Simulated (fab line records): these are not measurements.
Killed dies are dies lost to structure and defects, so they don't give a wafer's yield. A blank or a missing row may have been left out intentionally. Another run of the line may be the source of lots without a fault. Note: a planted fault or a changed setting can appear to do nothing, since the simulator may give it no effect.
fab line records	flow n5Finfet	part 1 of 2: steps 1 to 24 of 34
[record] lots = 5	wafers = 15	lastDay = 16
route steps=1938 shown BEOL_M2@911 BEOL_M3@931
lots with no fault: from the same line, run without faults
startH: the number of hours between the record's first day and the start of the first shown wafer of the lot	waitH: how many hours have passed since the lot's step before this one	" the same as in the row above	L1.1+2: a row that stands for several wafers	- either no value or no given start	* or withheld: withheld	< > ~ a bound
route shown NAME@n: NAME is a module with steps in the file, n the number in the route of the first one	usual: the fault-free wafers' mean and standard deviation	same: alike in all rows	chamber/n: place in a boat	sites: each site's reading	_std_site: standard deviation across them	_edge_site: the outer-site mean with the inner-site mean subtracted	radiusMm: for every site, how far away it sits from the centre of the wafer	mask NAME#n: copy n	behind: the most recent tool/chamber to have shaped the wafer	hold: why the lot went on hold/how many hours it stayed there/how the hold came to an end	device: the n, p or np transistor that did not switch	end of line: at the end of the route, the tests of the same wafers	a step with no rows: only its recipe	killed: count of dies lost to structure and defects at first sort (not the wafer's yield)	map: shows each die of a wafer: x if killed, . if not, _ if none is there
set.NAME: the setting that was run; set.NAME@STEP: the one run at that earlier step	model.NAME: the simulator's own value behind a step, which no gauge read
lots seen at some steps along the route; tables by step, rows by wafer
services: a tool's chamber out of use, with start hour (startH, from the record's first day; less than 0 if before it), hours out, and reason
[[steps]]
[step N5_BEOL_M2_ANNEAL_87]
[recipe] tempC = 400	timeS = 240	ambient = vacuum
[usual] heaterPowerW = 827/88
lot.wafer	tool	chamber	startH	waitH	heaterPowerW
L077.3	pvdSputter-01	-	157.89	0.0	840
L077.4	"	-	"	"	828
L077.6	"	-	"	"	895
L079.1	pvdSputter-01	-	169.94	0.0	853
L079.3	"	-	"	"	897
L079.5	"	-	"	"	922
L082.1	pvdSputter-02	-	186.10	0.0	753
L082.2	"	-	"	"	845
L082.4	"	-	"	"	872
L083.1	pvdSputter-02	-	197.97	0.0	867
L083.2	"	-	"	"	991
L083.5	"	-	"	"	782
L089.2	pvdSputter-01	-	235.09	0.0	917
L089.3	"	-	"	"	699
L089.5	"	-	"	"	778
[step N5_BEOL_M2_SPUTTER_88]
[recipe] material = Cu	targetThkA = 45	tempC = -20	chamberPressurePa = 0.07	powerW = withheld	timeS = 8.29
[usual] throttleValvePct = 30.0/0.96
lot.wafer	tool	chamber	startH	waitH	throttleValvePct
L077.3	pvdSputter-01	-	158.03	0.1	27.8
L077.4	"	-	"	"	27.4
L077.6	"	-	"	"	30.3
L079.1	pvdSputter-01	-	170.08	0.1	27.8
L079.3	"	-	"	"	30.7
L079.5	"	-	"	"	30.5
L082.1	pvdSputter-02	-	186.26	0.1	30.4
L082.2	"	-	"	"	30.7
L082.4	"	-	"	"	30.4
L083.1	pvdSputter-02	-	198.11	0.1	30.6
L083.2	"	-	"	"	30.6
L083.5	"	-	"	"	30.4
L089.2	pvdSputter-01	-	235.23	0.1	30.8
L089.3	"	-	"	"	29.8
L089.5	"	-	"	"	30.4
[step N5_BEOL_M2_ANNEAL_89]
[recipe] tempC = 400	timeS = 240	ambient = vacuum
[usual] heaterPowerW = 828/87
lot.wafer	tool	chamber	startH	waitH	heaterPowerW
L077.3	pvdSputter-01	-	158.11	0.0	848
L077.4	"	-	"	"	855
L077.6	"	-	"	"	926
L079.1	pvdSputter-01	-	170.16	0.0	852
L079.3	"	-	"	"	924
L079.5	"	-	"	"	921
L082.1	pvdSputter-02	-	186.35	0.0	771
L082.2	"	-	"	"	834
L082.4	"	-	"	"	837
L083.1	pvdSputter-02	-	198.19	0.0	831
L083.2	"	-	"	"	997
L083.5	"	-	"	"	756
L089.2	pvdSputter-01	-	235.31	0.0	930
L089.3	"	-	"	"	689
L089.5	"	-	"	"	760
[step N5_BEOL_M2_SPUTTER_90]
[recipe] material = Cu	targetThkA = 45	tempC = -20	chamberPressurePa = 0.07	powerW = withheld	timeS = 8.29
[usual] throttleValvePct = 30.0/0.95
lot.wafer	tool	chamber	startH	waitH	throttleValvePct
L077.3	pvdSputter-01	-	158.25	0.1	27.6
L077.4	"	-	"	"	27.7
L077.6	"	-	"	"	30.5
L079.1	pvdSputter-01	-	170.30	0.1	27.5
L079.3	"	-	"	"	30.6
L079.5	"	-	"	"	30.6
L082.1	pvdSputter-02	-	186.51	0.1	30.4
L082.2	"	-	"	"	30.5
L082.4	"	-	"	"	30.3
L083.1	pvdSputter-02	-	198.33	0.1	30.3
L083.2	"	-	"	"	30.3
L083.5	"	-	"	"	30.2
L089.2	pvdSputter-01	-	235.45	0.1	30.4
L089.3	"	-	"	"	30.0
L089.5	"	-	"	"	30.6
[step N5_BEOL_M2_ANNEAL_91]
[recipe] tempC = 400	timeS = 240	ambient = vacuum
[usual] heaterPowerW = 830/86
lot.wafer	tool	chamber	startH	waitH	heaterPowerW
L077.3	pvdSputter-01	-	158.33	0.0	849
L077.4	"	-	"	"	860
L077.6	"	-	"	"	912
L079.1	pvdSputter-01	-	170.38	0.0	844
L079.3	"	-	"	"	923
L079.5	"	-	"	"	943
L082.1	pvdSputter-02	-	186.60	0.0	788
L082.2	"	-	"	"	854
L082.4	"	-	"	"	873
L083.1	pvdSputter-02	-	198.41	0.0	855
L083.2	"	-	"	"	984
L083.5	"	-	"	"	741
L089.2	pvdSputter-01	-	235.53	0.0	914
L089.3	"	-	"	"	706
L089.5	"	-	"	"	733
[step N5_BEOL_M2_SPUTTER_92]
[recipe] material = Cu	targetThkA = 45	tempC = -20	chamberPressurePa = 0.07	powerW = withheld	timeS = 8.29
[usual] throttleValvePct = 30.0/0.98
lot.wafer	tool	chamber	startH	waitH	throttleValvePct
L077.3	pvdSputter-01	-	158.47	0.1	27.4
L077.4	"	-	"	"	27.9
L077.6	"	-	"	"	30.3
L079.1	pvdSputter-01	-	170.52	0.1	27.4
L079.3	"	-	"	"	30.6
L079.5	"	-	"	"	30.6
L082.1	pvdSputter-02	-	186.75	0.1	30.4
L082.2	"	-	"	"	30.6
L082.4	"	-	"	"	30.5
L083.1	pvdSputter-02	-	198.55	0.1	30.3
L083.2	"	-	"	"	30.5
L083.5	"	-	"	"	30.4
L089.2	pvdSputter-01	-	235.67	0.1	30.4
L089.3	"	-	"	"	30.1
L089.5	"	-	"	"	30.6
[step N5_BEOL_M2_ANNEAL_93]
[recipe] tempC = 400	timeS = 240	ambient = vacuum
[usual] heaterPowerW = 827/87
lot.wafer	tool	chamber	startH	waitH	heaterPowerW
L077.3	pvdSputter-01	-	158.55	0.0	851
L077.4	"	-	"	"	833
L077.6	"	-	"	"	915
L079.1	pvdSputter-01	-	170.60	0.0	839
L079.3	"	-	"	"	948
L079.5	"	-	"	"	897
L082.1	pvdSputter-02	-	186.84	0.0	770
L082.2	"	-	"	"	849
L082.4	"	-	"	"	863
L083.1	pvdSputter-02	-	198.63	0.0	827
L083.2	"	-	"	"	1011
L083.5	"	-	"	"	766
L089.2	pvdSputter-01	-	235.75	0.0	911
L089.3	"	-	"	"	708
L089.5	"	-	"	"	766
[step N5_BEOL_M2_SPUTTER_94]
[recipe] material = Cu	targetThkA = 45	tempC = -20	chamberPressurePa = 0.07	powerW = withheld	timeS = 8.29
[usual] throttleValvePct = 30.0/0.97
lot.wafer	tool	chamber	startH	waitH	throttleValvePct
L077.3	pvdSputter-01	-	158.69	0.1	28.0
L077.4	"	-	"	"	27.2
L077.6	"	-	"	"	30.4
L079.1	pvdSputter-01	-	170.74	0.1	27.6
L079.3	"	-	"	"	30.4
L079.5	"	-	"	"	30.5
L082.1	pvdSputter-02	-	187.00	0.1	30.5
L082.2	"	-	"	"	30.6
L082.4	"	-	"	"	30.4
L083.1	pvdSputter-02	-	198.77	0.1	30.3
L083.2	"	-	"	"	30.2
L083.5	"	-	"	"	30.3
L089.2	pvdSputter-01	-	235.89	0.1	30.5
L089.3	"	-	"	"	29.8
L089.5	"	-	"	"	30.6
[step N5_BEOL_M2_ANNEAL_95]
[recipe] tempC = 400	timeS = 240	ambient = vacuum
[usual] heaterPowerW = 829/85
lot.wafer	tool	chamber	startH	waitH	heaterPowerW
L077.3	pvdSputter-01	-	158.77	0.0	850
L077.4	"	-	"	"	844
L077.6	"	-	"	"	925
L079.1	pvdSputter-01	-	170.82	0.0	821
L079.3	"	-	"	"	919
L079.5	"	-	"	"	901
L082.1	pvdSputter-02	-	187.09	0.0	750
L082.2	"	-	"	"	846
L082.4	"	-	"	"	835
L083.1	pvdSputter-02	-	198.85	0.0	874
L083.2	"	-	"	"	987
L083.5	"	-	"	"	765
L089.2	pvdSputter-01	-	235.97	0.0	936
L089.3	"	-	"	"	686
L089.5	"	-	"	"	768
[step N5_BEOL_M2_SPUTTER_96]
[recipe] material = Cu	targetThkA = 45	tempC = -20	chamberPressurePa = 0.07	powerW = withheld	timeS = 8.29
[usual] throttleValvePct = 30.0/0.97
lot.wafer	tool	chamber	startH	waitH	throttleValvePct
L077.3	pvdSputter-01	-	158.91	0.1	27.7
L077.4	"	-	"	"	27.5
L077.6	"	-	"	"	30.6
L079.1	pvdSputter-01	-	170.96	0.1	27.8
L079.3	"	-	"	"	30.5
L079.5	"	-	"	"	30.4
L082.1	pvdSputter-02	-	187.25	0.1	30.4
L082.2	"	-	"	"	30.4
L082.4	"	-	"	"	30.2
L083.1	pvdSputter-02	-	198.99	0.1	30.4
L083.2	"	-	"	"	30.3
L083.5	"	-	"	"	30.4
L089.2	pvdSputter-01	-	236.11	0.1	30.8
L089.3	"	-	"	"	30.0
L089.5	"	-	"	"	30.6
[step N5_BEOL_M2_ECD_50]
[recipe] material = Cu	targetThkA = 3000
lot.wafer	tool	chamber	startH	waitH
L077.3+4+6	ecdCu-01	1,0,1	159.05	0.1
L079.1+3+5	ecdCu-01	1	171.08	0.1
L082.1+2+4	ecdCu-01	1,0,1	187.38	0.1
L083.1+2+5	ecdCu-01	0,1,0	199.11	0.1
L089.2+3+5	ecdCu-02	1,0,1	236.22	0.1
[step N5_BEOL_M2_ANNEAL_51]
[recipe] tempC = 225	timeS = 90	ambient = N2
[usual] wafer_temp_C_max = 226.1/0.47
lot.wafer	tool	chamber	startH	waitH	wafer_temp_C_max
L077.3	rtpAnneal-01	0	159.20	0.1	225.9
L077.4	"	0	"	"	226.1
L077.6	"	0	"	"	225.6
L079.1	rtpAnneal-02	0	171.15	0.1	226.3
L079.3	"	0	"	"	226.1
L079.5	"	0	"	"	226.1
L082.1	rtpAnneal-01	0	187.45	0.1	225.7
L082.2	"	0	"	"	225.9
L082.4	"	0	"	"	225.5
L083.1	rtpAnneal-01	0	199.18	0.1	225.9
L083.2	"	0	"	"	225.7
L083.5	"	0	"	"	225.6
L089.2	rtpAnneal-01	0	236.35	0.1	225.7
L089.3	"	0	"	"	226.4
L089.5	"	0	"	"	225.9
[step N5_BEOL_M2_CMP_52]
[recipe] stopOn = SiOC	tOverpolishS = 6.8	downForcePsi = 1	platenRpm = 50	clearingPlatenDownForcePsi = 1.5	clearingPlatenRpm = 50	postCmpClean = cuAlkaline	targetThkNm = 40	clearingPlatenPadVelocityMS = 0.99484	padVelocityMS = 0.99484
[usual] barrierFieldEndpointS = 24.3/0.65	motorCurrentA = 5.9/0.34	overpolishRunS = 6.799/0.0095	padLifeWafers = 982/620	timeToEndpointS = 62/3.2
lot.wafer	tool	chamber	startH	waitH	barrierFieldEndpointS	motorCurrentA	overpolishRunS	padLifeWafers	timeToEndpointS
L077.4	cmp-03	3	159.78	0.5	25.4	6.1	6.783	1568	65
L077.3	"	0	"	"	24.4	5.6	6.799	1569	65
L077.6	"	2	"	"	24.7	6.0	6.788	-	67
L079.1	cmp-01	3	171.45	0.3	23.1	5.4	6.790	444	58
L079.3	"	1	"	"	24.2	5.9	6.818	446	61
L079.5	"	3	"	"	24.1	5.3	6.807	-	59
L082.2	cmp-03	1	187.79	0.2	23.8	5.7	6.806	1855	58
L082.1	"	2	"	"	24.9	5.8	6.808	1856	62
L082.4	"	3	"	"	24.3	6.1	6.793	1857	60
L083.1	cmp-02	3	199.52	0.3	24.9	6.0	6.825	901	64
L083.2	"	1	"	"	23.6	6.2	6.788	903	56
L083.5	"	2	"	"	25.1	6.3	6.803	-	66
L089.2	cmp-01	3	236.60	0.2	23.8	5.6	6.810	1056	56
L089.3	"	0	"	"	23.4	5.9	6.800	1057	60
L089.5	"	3	"	"	24.1	5.5	6.803	-	56
[step N5_BEOL_M2_THK_MEAS_53]
[recipe] thkMeasGauge = xrf	reads = Cu_of_BEOL_M2_ECD_50
[usual] M2_THK = 38.3/1.4
lot.wafer	tool	chamber	startH	waitH	M2_THK[nm]
L077.3	filmMetro-01	-	160.01	-	39.0
L077.4	"	-	"	"	40.2
L077.6	"	-	"	"	38.3
L079.1	filmMetro-02	-	171.75	-	38.7
L079.3	"	-	"	"	36.9
L079.5	"	-	"	"	37.8
L082.1	filmMetro-01	-	188.05	-	38.4
L082.2	"	-	"	"	34.8
L082.4	"	-	"	"	37.0
L083.1	filmMetro-02	-	199.78	-	38.3
L083.2	"	-	"	"	37.6
L083.5	"	-	"	"	39.5
L089.2	filmMetro-02	-	236.89	-	36.9
L089.3	"	-	"	"	39.5
L089.5	"	-	"	"	36.2
[step N5_BEOL_M2_PRE_CLEAN_60]
[recipe] gas = NH3/H2	timeS = 15	tempC = *	rfPowerW = 300
[usual] heaterPowerOuterW = 17/7.1	heaterPowerW = 80/19
lot.wafer	tool	chamber	startH	waitH	heaterPowerOuterW	heaterPowerW
L077.3	cvdCo-01	2	160.04	0.0	4	47
L077.4	"	1	"	"	10	69
L077.6	"	0	"	"	22	73
L079.1	cvdCo-01	0	171.78	0.0	22	75
L079.3	"	2	"	"	4	47
L079.5	"	0	"	"	23	75
L082.1	cvdCo-01	1	188.08	0.0	10	71
L082.2	"	2	"	"	4	46
L082.4	"	1	"	"	10	71
L083.1	cvdCo-01	2	199.88	0.1	4	47
L083.2	"	1	"	"	10	71
L083.5	"	1	"	"	10	70
L089.2	cvdCo-02	1	236.93	0.0	22	88
L089.3	"	2	"	"	23	103
L089.5	"	1	"	"	22	87
[step N5_BEOL_M2_CO_CAP_55]
[recipe] material = Co	targetThkA = 20	tempC = 200	precursor = CCTBA/H2	pressureTorr = 30	timeS = 102.1
[usual] heaterPowerOuterW = 119/8.8	heaterPowerW = 230/24
lot.wafer	tool	chamber	startH	waitH	heaterPowerOuterW	heaterPowerW
L077.3	cvdCo-01	2	160.08	0.0	105	184
L077.4	"	1	"	"	112	222
L077.6	"	0	"	"	126	228
L079.1	cvdCo-01	0	171.82	0.0	125	224
L079.3	"	2	"	"	105	184
L079.5	"	0	"	"	124	226
L082.1	cvdCo-01	1	188.12	0.0	109	214
L082.2	"	2	"	"	105	191
L082.4	"	1	"	"	110	223
L083.1	cvdCo-01	2	199.92	0.0	101	191
L083.2	"	1	"	"	109	215
L083.5	"	1	"	"	110	222
L089.2	cvdCo-02	1	236.97	0.0	124	241
L089.3	"	2	"	"	126	259
L089.5	"	1	"	"	126	239
[step N5_BEOL_M2_PRE_CLEAN_56]
[recipe] gas = NH3	timeS = 15	tempC = withheld	rfPowerW = 300
lot.wafer	tool	chamber	startH	waitH
L077.3+4+6	pecvd-04	1,1,0	160.17	0.1
L079.1+3+5	pecvd-03	0,1,0	171.91	0.1
L082.1+2+4	pecvd-03	2,0,2	188.22	0.1
L083.1+2+5	pecvd-04	1,0,1	200.01	0.1
L089.2+3+5	pecvd-03	0,1,0	237.06	0.1
[step N5_BEOL_M2_DEP_57]
[recipe] material = SiCN	targetThkA = 80	tempC = withheld	precursor = 3MS/NH3	pressureTorr = 3	rfW = 202	timeS = 14
[usual] showerheadPlenumPTorr = 3.658/0.014	throttleValvePct = 8.9/0.39
lot.wafer	tool	chamber	startH	waitH	showerheadPlenumPTorr	throttleValvePct
L077.3	pecvd-04	1	160.20	0.0	3.653	9.2
L077.4	"	1	"	"	3.651	9.1
L077.6	"	0	"	"	3.646	9.4
L079.1	pecvd-03	0	171.94	0.0	3.683	8.4
L079.3	"	1	"	"	3.647	8.6
L079.5	"	0	"	"	3.685	8.6
L082.1	pecvd-03	2	188.24	0.0	3.662	9.1
L082.2	"	0	"	"	3.699	8.8
L082.4	"	2	"	"	3.656	8.7
L083.1	pecvd-04	1	200.04	0.0	3.652	9.2
L083.2	"	0	"	"	3.639	9.2
L083.5	"	1	"	"	3.653	9.1
L089.2	pecvd-03	0	237.09	0.0	3.680	8.9
L089.3	"	1	"	"	3.649	8.5
L089.5	"	0	"	"	3.674	8.6
[step N5_BEOL_M2_RS_MEAS_58]
[recipe] thkMeasGauge = four-point-probe	reads = Co_of_BEOL_M2_CO_CAP_55+Cu_of_BEOL_M2_ECD_50+Co_of_BEOL_M2_CVD_47+TaN_of_BEOL_M2_ALD_84
[usual] M2_RS = 0.69/0.034
lot.wafer	tool	chamber	startH	waitH	M2_RS[ohm/sq]
L077.3	filmMetro-01	-	160.27	0.1	0.67
L077.4	"	-	"	"	0.64
L077.6	"	-	"	"	0.68
L079.1	filmMetro-01	-	172.01	0.0	0.68
L079.3	"	-	"	"	0.71
L079.5	"	-	"	"	0.70
L082.1	filmMetro-02	-	188.31	0.0	0.69
L082.2	"	-	"	"	0.78
L082.4	"	-	"	"	0.72
L083.1	filmMetro-02	-	200.12	0.1	0.71
L083.2	"	-	"	"	0.72
L083.5	"	-	"	"	0.68
L089.2	filmMetro-01	-	237.15	0.1	0.73
L089.3	"	-	"	"	0.67
L089.5	"	-	"	"	0.75
[step N5_BEOL_M2_INSPECT_59]
[recipe] inspectInstrument = darkfield	mode = postDep
[usual] rawDefectCount = 79/26
lot.wafer	tool	chamber	startH	waitH	rawDefectCount
L077.3	defectInspect-01	-	160.29	0.0	92
L077.4	"	-	"	"	61
L077.6	"	-	"	"	52
L079.1	defectInspect-02	-	172.03	0.0	200
L079.3	"	-	"	"	85
L079.5	"	-	"	"	121
L082.1	defectInspect-01	-	188.33	0.0	86
L082.2	"	-	"	"	67
L082.4	"	-	"	"	81
L083.1	defectInspect-02	-	200.14	0.0	101
L083.2	"	-	"	"	64
L083.5	"	-	"	"	58
L089.2	defectInspect-02	-	237.18	0.0	114
L089.3	"	-	"	"	100
L089.5	"	-	"	"	59
[step N5_BEOL_M3_ILD_DEP_00]
[recipe] material = SiOC	targetThkA = 790	tempC = 350	precursor = DEMS/O2	pressureTorr = 5	rfW = 500	timeS = 15.3
[usual] heaterPowerOuterW = 231/36	heaterPowerW = 453/60	showerheadPlenumPTorr = 5.689/0.013	throttleValvePct = 11.7/0.49
lot.wafer	tool	chamber	startH	waitH	heaterPowerOuterW	heaterPowerW	showerheadPlenumPTorr	throttleValvePct
L077.3	pecvd-03	2	160.33	0.0	293	533	5.700	11.9
L077.4	"	2	"	"	283	514	5.698	12.0
L077.6	"	1	"	"	223	414	5.679	11.1
L079.1	pecvd-01	1	172.07	0.0	193	441	5.720	11.5
L079.3	"	0	"	"	210	408	5.699	11.8
L079.5	"	0	"	"	211	400	5.679	11.9
L082.1	pecvd-01	0	188.37	0.0	233	450	5.685	12.0
L082.2	"	2	"	"	215	467	5.703	11.1
L082.4	"	2	"	"	217	481	5.672	11.0
L083.1	pecvd-01	1	200.18	0.0	217	477	5.703	11.5
L083.2	"	2	"	"	253	523	5.678	11.0
L083.5	"	0	"	"	244	437	5.688	12.0
L089.2	pecvd-01	2	237.22	0.0	202	462	5.673	11.2
L089.3	"	1	"	"	248	507	5.702	11.8
L089.5	"	2	"	"	210	467	5.669	11.1
[step N5_BEOL_M3_THK_MEAS_01]
[recipe] reads = SiOC_of_BEOL_M3_ILD_DEP_00
[usual] M3_ILD_THK = 78.6/1.5
lot.wafer	tool	chamber	startH	waitH	M3_ILD_THK[nm]
L077.3	filmMetro-02	-	160.40	0.1	78.0
L077.4	"	-	"	"	78.4
L077.6	"	-	"	"	82.9
L079.1	filmMetro-02	-	172.14	0.0	76.1
L079.3	"	-	"	"	77.9
L079.5	"	-	"	"	78.8
L082.1	filmMetro-01	-	188.44	0.0	76.9
L082.2	"	-	"	"	77.3
L082.4	"	-	"	"	78.8
L083.1	filmMetro-01	-	200.25	0.0	76.7
L083.2	"	-	"	"	77.6
L083.5	"	-	"	"	79.4
L089.2	filmMetro-01	-	237.28	0.1	78.0
L089.3	"	-	"	"	76.2
L089.5	"	-	"	"	79.3
[step N5_BEOL_M3_PECVD_72]
[recipe] material = SiO2	targetThkA = 160	tempC = 400	precursor = TEOS/O2	pressureTorr = 5.5	rfW = 450	teosFlowSccm = 53.8	gas = O2	flowSccm = 3000	timeS = 18
[usual] heaterPowerOuterW = 387/53	heaterPowerW = 675/91	showerheadPlenumPTorr = 8.75/0.056	throttleValvePct = 22.0/0.87
lot.wafer	tool	chamber	startH	waitH	heaterPowerOuterW	heaterPowerW	showerheadPlenumPTorr	throttleValvePct
L077.3	pecvd-04	0	160.43	0.0	429	735	8.71	23.5
L077.4	"	2	"	"	374	642	8.74	22.3
L077.6	"	0	"	"	434	713	8.71	23.3
L079.1	pecvd-04	1	172.17	0.0	287	489	8.72	22.9
L079.3	"	0	"	"	392	699	8.69	23.3
L079.5	"	0	"	"	394	695	8.72	23.2
L082.1	pecvd-04	0	188.48	0.0	429	743	8.70	23.2
L082.2	"	1	"	"	319	529	8.71	22.9
L082.4	"	2	"	"	464	754	8.78	22.3
L083.1	pecvd-03	1	200.28	0.0	409	678	8.69	21.0
L083.2	"	2	"	"	483	798	8.76	22.4
L083.5	"	0	"	"	390	669	8.87	21.4
L089.2	pecvd-04	1	237.32	0.0	279	486	8.71	22.8
L089.3	"	0	"	"	416	696	8.71	23.5
L089.5	"	1	"	"	292	502	8.71	22.9
[step N5_BEOL_M3_HM_DEP_02]
[recipe] material = TiN	targetThkA = 200	tempC = 25	chamberPressurePa = 0.49996
[usual] throttleValvePct = 29.9/1
lot.wafer	tool	chamber	startH	waitH	throttleValvePct
L077.3	pvdSputter-03	-	162.24	1.8	29.7
L077.4	"	-	"	"	30.0
L077.6	"	-	"	"	30.1
L079.1	pvdSputter-02	-	173.31	1.1	30.5
L079.3	"	-	"	"	30.4
L079.5	"	-	"	"	30.4
L082.1	pvdSputter-01	-	188.78	0.3	29.8
L082.2	"	-	"	"	30.5
L082.4	"	-	"	"	30.6
L083.1	pvdSputter-01	-	201.41	1.1	30.1
L083.2	"	-	"	"	27.5
L083.5	"	-	"	"	30.6
L089.2	pvdSputter-01	-	238.19	0.8	30.5
L089.3	"	-	"	"	30.5
L089.5	"	-	"	"	27.6
